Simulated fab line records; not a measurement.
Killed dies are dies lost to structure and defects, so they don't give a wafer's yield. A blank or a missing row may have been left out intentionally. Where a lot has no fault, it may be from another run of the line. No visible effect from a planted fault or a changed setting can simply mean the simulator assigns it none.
A lot that was struck, set against a sound lot ; flow nand_harc ; 15 steps out of a route of 1159
Sound: the wafers L521.1, L521.3, L521.5. The struck wafers were L519.2, L519.3, L519.6. At the end, the cause is stated.
Per side, at each step with rows, come the tool, then ch with its chambers, and then its first start. Under that, the readings that differ: sound wafers ; struck wafers ; difference of the means ; sigmas: that difference in standard deviations of wafers without a fault.
alike: readings whose means differ by less than 2 such deviations, and words and numbers that are the same on both sides. not compared: withheld readings, readings that some wafer has no value for, bounds like >300 that may hide the same value, and numbers for which the record gives no deviation and whose values overlap.
Wherever a step has rows on one side only, a row that says differs or no value, or a row with sigmas, the two part there. When numbers do not overlap yet have no deviation, they are printed without sigmas and do not part them. A reading missing from all wafers of one side parts the sides only when that side holds two or more wafers.

NHARC_P_BONDPAD_CD_MEAS_09 targets a cd of 500 nm.
  sound on cd_sem-01 ch 0, day 7 00:23; struck on cd_sem-02 ch 0, day 6 20:22
  alike: cd_nm
NHARC_P_BONDPAD_OVL_MEAS_38:
  sound on overlay-01 at day 7 00:28; struck on overlay-02 at day 6 20:27
reading;sound;struck;difference;sigmas
overlay_y_nm (nm);13 13 13;-2 -2 -2;-15;-2
  alike: overlay_x_nm
then, 2 steps without rows for these wafers: NHARC_P_BONDPAD_HARDBAKE_10 (time 65 s); NHARC_P_BONDPAD_DESCUM_11 (chemistry O2, time 3 s).
NHARC_P_BONDPAD_ETCH_37: etches the open film in N2/H2, target depth 60 nm, overetch 18 nm, time 65.91 s.
  sound on rie_diel-04 ch 0,1,2, day 7 00:41; struck on rie_diel-04 ch 1,2,3, day 6 20:40
  alike: bias_w, drypump_motor_current_A, oes_product_au, rf_fwd_power_W, rf_vpp_V, showerhead_plenum_p_Torr, throttle_valve_pct
  not compared: rf_hours_counter_h
NHARC_P_BONDPAD_ETCH_12: etches the open film in CHF3/O2, target depth 200 nm, time 100 s.
  sound: rie_diel-04 ch 1,3; struck: rie_diel-04 ch 0,1
reading;sound;struck;difference;sigmas
chf3_flow_sccm (sccm);49.94 49.96 49.74;50.18 50.18 50.30;+0.34;+2
  alike: bias_w, drypump_motor_current_A, oes_product_au, rf_fwd_power_W, rf_vpp_V, showerhead_plenum_p_Torr, throttle_valve_pct
  not compared: rf_hours_counter_h
NHARC_P_BONDPAD_CD_MEAS_13:
  sound on cd_sem-01 at day 7 00:54; struck on cd_sem-03 at day 6 20:53
  alike: cd_nm
then, 1 step without rows for these wafers: NHARC_P_BONDPAD_STRIP_15 (strips in O2).
NHARC_P_BONDPAD_ETCH_24: etches the open film in CF4/N2, target depth 30 nm, time 72.99 s.
  sound: rie_diel-13 ch 0,1,3; struck: rie_diel-04 ch 2,3
  alike: bias_w, drypump_motor_current_A, oes_product_au, rf_fwd_power_W, rf_vpp_V, showerhead_plenum_p_Torr, throttle_valve_pct
  not compared: rf_hours_counter_h
then, 1 step without rows for these wafers: NHARC_P_BONDPAD_STRIP_16 (strips in post etch residue remover, time 600 s).
NHARC_P_BONDPAD_DEGAS_25: time 60 s.
  sound on pvd_sputter-01 at day 7 01:32; struck on pvd_sputter-02 at day 6 21:32
  alike: heater_power_w
NHARC_P_BONDPAD_PRE_CLEAN_26: time 30 s.
  sound on pvd_sputter-01; struck on pvd_sputter-02
  alike: heater_power_w
NHARC_P_BONDPAD_PVD_17: deposits TaN, target thk 5 nm, time 8.06 s.
  sound on pvd_sputter-01 at day 7 01:38; struck on pvd_sputter-02 at day 6 21:55
  alike: throttle_valve_pct
then, 1 step without rows for these wafers: NHARC_P_BONDPAD_PVD_27 (deposits Cu, target thk 30 nm, time 20.49 s).
-- record jumps: 13 days between struck wafers' starts before vs after; left off in module P_BONDPAD, resumes in module END, first step shown is number 1159 of the route --
NHARC_END_SORT_01:
  sound on prober-01 ch 0, day 19 18:09; struck on prober-02 ch 0, day 19 11:14
reading;sound;struck;difference;sigmas
sort_rim_yield_pct (%);91.5 87.7 97.2;97.2 100.0 94.3;+5.0;+2
  alike: defect_limited_yield, killed_at_array, killed_at_other, killed_at_periphery, killed_dies, killed_open, killed_short, sort_bin_2_pct, sort_bin_3_pct, sort_bin_4_pct, sort_n_pass, sort_yield_pct

WHERE THEY PART
First at NHARC_P_BONDPAD_OVL_MEAS_38; last, within this record, at NHARC_END_SORT_01.

WHY: what the simulator had put in
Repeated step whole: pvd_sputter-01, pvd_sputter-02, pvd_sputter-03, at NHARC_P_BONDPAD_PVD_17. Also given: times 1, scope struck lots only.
